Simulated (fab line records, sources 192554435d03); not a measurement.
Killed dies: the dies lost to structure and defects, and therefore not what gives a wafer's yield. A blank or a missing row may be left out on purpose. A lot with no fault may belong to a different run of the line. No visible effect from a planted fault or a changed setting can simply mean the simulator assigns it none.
Struck lot and sound lot, side by side ; flow n5-finfet ; 23 steps out of a route of 1938
Sound: the wafers L965.1, L965.3, L965.4. Wafers struck: L973.1, L973.4, L973.6. The cause is named last.
At each step with rows: each side's tool, then ch and its chambers, then its first start. Under that, the readings that differ: sound wafers ; struck wafers ; difference of the means ; sigmas: that difference in standard deviations of wafers without a fault.
alike: readings with means less than 2 such deviations apart, plus words and numbers identical on both sides. not compared: withheld readings, readings lacking a value on some wafer, bounds such as >300 that could conceal the same value, and numbers that have no deviation in the record and whose values overlap.
A row with sigmas, a row that says differs or no value, or rows on one side alone: a step with any of these is where the two part. Numbers that don't overlap but have no deviation are shown without sigmas and don't part them. Lack of a reading on every wafer of one side parts them only where that side has two or more wafers.

first, 1 step without rows for these wafers: N5_BEOL_M4_DEP_57 (deposits SiCN from 3MS/NH3, target thk 8 nm, time 14 s).
N5_BEOL_M4_RS_MEAS_58: uses a four-point probe to measure.
  sound on film-metro-01, day 9 08:20; struck on film-metro-01, day 11 13:29
  alike: M4_RS
N5_BEOL_M4_INSPECT_59: inspects for defects (darkfield).
  sound on defect-inspect-02, day 9 08:21; struck on defect-inspect-01, day 11 13:31
  alike: raw-defect-count
N5_BEOL_M4_RC_MEAS_101:
  sound on prober-01 ch 0, day 9 08:23; struck on prober-02 ch 0, day 11 13:32
  alike: DIBL_N, DIBL_P, IOFF_N, IOFF_P, ION_N, ION_P, SS_N, SS_P, VT_N, VT_P
N5_BEOL_M5_ILD_DEP_00: deposits SiCOH lowk from DEMS/porogen, target thk 140.64 nm, time 25.9 s.
  sound on pecvd-02 ch 1,2, day 9 09:20; struck on pecvd-03 ch 0,2, day 11 14:30
  alike: heater-power-w, showerhead-plenum-p-Torr, throttle-valve-pct
  not compared: since-wet-clean-h
N5_BEOL_M5_CURE_79: cures SiCOH lowk, time 240 s.
  sound on uv-cure-01 ch 0, day 9 09:24; struck on uv-cure-03 ch 0, day 11 14:34
  alike: lamp-power-pct, wafer_temp_C_max
N5_BEOL_M5_THK_MEAS_01:
  sound on film-metro-02, day 9 09:55; struck on film-metro-02, day 11 15:34
  alike: M5_ILD_THK
N5_BEOL_M5_PECVD_70: deposits SiO2 from TEOS/O2, target thk 16 nm, time 18 s.
  sound on pecvd-03 ch 1,2, day 9 09:57; struck on pecvd-01 ch 0,1, day 11 15:35
  alike: heater-power-w, showerhead-plenum-p-Torr, throttle-valve-pct
  not compared: since-wet-clean-h
N5_BEOL_M5_HM_DEP_02: deposits TiN, target thk 20 nm.
  sound on pvd-sputter-02, day 9 10:49; struck on pvd-sputter-03, day 11 17:17
  alike: throttle-valve-pct
then, 3 steps without rows for these wafers: N5_BEOL_M5_COAT_59 (time 60 s, resist thk 60 nm); N5_BEOL_M5_COAT_60 (time 60 s, resist thk 12 nm); N5_BEOL_M5_COAT_71 (time 60 s, resist thk 5 nm).
N5_BEOL_M5_COAT_05: resist thk 30 nm.
  sound on litho-track-05 ch 0, day 9 10:56; struck on litho-track-05 ch 0, day 11 17:25
reading;sound;struck;difference;sigmas
spin-speed-rpm (rpm);1500.7 1500.2 1498.3;1588.4 1590.0 1589.8;+89.7;+94
model.CAR-EUV_of_BEOL_M5_COAT_05.thk-nm (nm);30 30 29.8;29.2 29.2 29.2;-0.7;
  alike: exhaust-pa
then, 5 steps without rows for these wafers: N5_BEOL_M5_EBR_07; N5_BEOL_M5_SOFTBAKE_06 (time 60 s); N5_BEOL_M5_EXPOSE_08 (exposes mask M5, target cd 28 nm); N5_BEOL_M5_PEB_09 (peb time 60 s); N5_BEOL_M5_DEVELOP_10 (develop time 30 s).
N5_BEOL_M5_CD_MEAS_11: target cd 27.74 nm.
  sound on cd-sem-02 ch 0, day 9 11:19; struck on cd-sem-03 ch 0, day 11 17:41
  alike: cd-nm
N5_BEOL_M5_OVL_MEAS_12:
  sound on overlay-02 ch 0, day 9 11:21; struck on overlay-01 ch 0, day 11 17:43
  alike: M5_OVL
N5_BEOL_M5_INSPECT_13: inspects for defects (brightfield).
  sound on defect-inspect-02, day 9 11:25; struck on defect-inspect-02, day 11 17:46
  alike: raw-defect-count
N5_BEOL_M5_DESCUM_16: chemistry O2, time 7 s.
  sound on rie-diel-04 ch 1,2,3, day 9 11:26; struck on rie-diel-03 ch 0,3, day 11 17:48
reading;sound;struck;difference;sigmas
model.CAR-EUV_of_BEOL_M5_COAT_05.thk-nm (nm);26 26 26;25.2 25.4 25.4;-0.7;
  alike: bias-power-w, drypump-motor-current-A, oes-product-au, rf-vpp-V, showerhead-plenum-p-Torr, throttle-valve-pct
  not compared: rf-hours-counter-h
N5_BEOL_M5_ETCH_72: etches underlayer in N2/H2, target depth 6.5 nm, time 5.2 s.
  sound on rie-diel-04 ch 1,2,3, day 9 11:29; struck on rie-diel-03 ch 0,3, day 11 17:50
  alike: drypump-motor-current-A, etch-rf-on-time-s, oes-product-au, rf-vpp-V, showerhead-plenum-p-Torr, throttle-valve-pct
  not compared: rf-hours-counter-h

## WHERE THEY PART
Only at N5_BEOL_M5_COAT_05, as far as this record shows. Later steps at which nothing parts them and some readings are alike: N5_BEOL_M5_CD_MEAS_11, N5_BEOL_M5_OVL_MEAS_12, N5_BEOL_M5_INSPECT_13, N5_BEOL_M5_DESCUM_16, N5_BEOL_M5_ETCH_72.

WHY: what the simulator had put in
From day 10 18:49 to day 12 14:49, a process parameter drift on litho-track-05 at N5_BEOL_M5_COAT_05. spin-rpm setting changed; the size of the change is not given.
